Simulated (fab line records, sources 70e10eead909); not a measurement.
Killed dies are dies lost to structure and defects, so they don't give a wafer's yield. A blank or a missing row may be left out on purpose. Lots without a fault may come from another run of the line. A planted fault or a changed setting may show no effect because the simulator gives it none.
Chamber matching | flow nand_harc | NHARC_A_CONTACT_ETCH_91 on rie_diel-13: 4 sister chambers
The step etches the open film in CH3F/O2, target depth 40 nm, time 85.7 s. 18 wafers are shown with their chamber, then 9 later ones without.

WAFERS WITH THEIR CHAMBER
wafer  | chamber | showerhead_plenum_p_Torr (Torr) | rf_vpp_V (V) | oes_product_au (a.u.)
L379.1 | 0       | 2.28                            | 240.7        | 0.934
L379.2 | 3       | 2.34                            | 242.9        | 0.925
L379.5 | 0       | 2.28                            | 240.5        | 0.935
L381.1 | 2       | 2.36                            | 242.5        | 0.987
L381.5 | 3       | 2.34                            | 243.3        | 0.998
L381.6 | 2       | 2.36                            | 244.9        | 0.989
L382.2 | 3       | 2.34                            | 243.2        | 0.917
L382.4 | 2       | 2.36                            | 242.5        | 0.917
L382.5 | 1       | 2.28                            | 241.1        | 0.914
L384.4 | 0       | 2.28                            | 241.1        | 0.946
L384.5 | 0       | 2.28                            | 241.8        | 0.941
L384.6 | 3       | 2.34                            | 243.5        | 0.929
L386.4 | 2       | 2.36                            | 242.4        | 0.927
L386.5 | 0       | 2.28                            | 241.3        | 0.933
L386.6 | 1       | 2.27                            | 242.7        | 0.911
L388.2 | 0       | 2.28                            | 241.7        | 0.932
L388.3 | 3       | 2.34                            | 242.9        | 0.928
L388.6 | 1       | 2.27                            | 242.1        | 0.931

SIGNATURES (means of the wafers above)
reading                  | chamber 0 | chamber 1 | chamber 2 | chamber 3 | scatter within a chamber
showerhead_plenum_p_Torr | 2.2800    | 2.2733    | 2.3600    | 2.3400    | 0.00218
rf_vpp_V                 | 241.183   | 241.967   | 243.075   | 243.160   | 0.727
oes_product_au           | 0.93683   | 0.91867   | 0.95500   | 0.93940   | 0.0256
Rule: a wafer's distance from a chamber is the root of the sum, over the readings, of the square of ((its reading less the chamber's mean) divided by the reading's scatter). The wafer belongs to the nearest chamber; if the next one is less than 2 further off, it can't be placed. The scatter: the root of (the sum of the squares of (reading less its chamber's mean) over the shown wafers, divided by (wafers less chambers)).

WAFERS WITHOUT THEIR CHAMBER
wafer  | showerhead_plenum_p_Torr (Torr) | rf_vpp_V (V) | oes_product_au (a.u.)
L389.1 | 2.36                            | 243.4        | 0.926
L389.4 | 2.28                            | 241.6        | 0.939
L389.6 | 2.36                            | 243.3        | 0.923
L394.3 | 2.27                            | 242.4        | 0.928
L394.5 | 2.27                            | 240.1        | 0.929
L394.6 | 2.27                            | 241.7        | 0.938
L399.2 | 2.33                            | 242.1        | 0.935
L399.4 | 2.35                            | 243.5        | 0.950
L399.5 | 2.33                            | 242.6        | 0.923

WHICH CHAMBER EACH WENT THROUGH
wafer  | from the rows above     | in truth
L389.1 | 2                       | 2
L389.4 | 0                       | 0
L389.6 | 2                       | 2
L394.3 | 1                       | 1
L394.5 | can't be placed: 1 or 0 | 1
L394.6 | 1                       | 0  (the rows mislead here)
L399.2 | 3                       | 3
L399.4 | can't be placed: 2 or 3 | 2
L399.5 | 3                       | 3
Placed correctly: 6 of 9. Can't be placed from these rows: 2 (the true chamber is among the candidates in 2). Placed wrongly: 1.
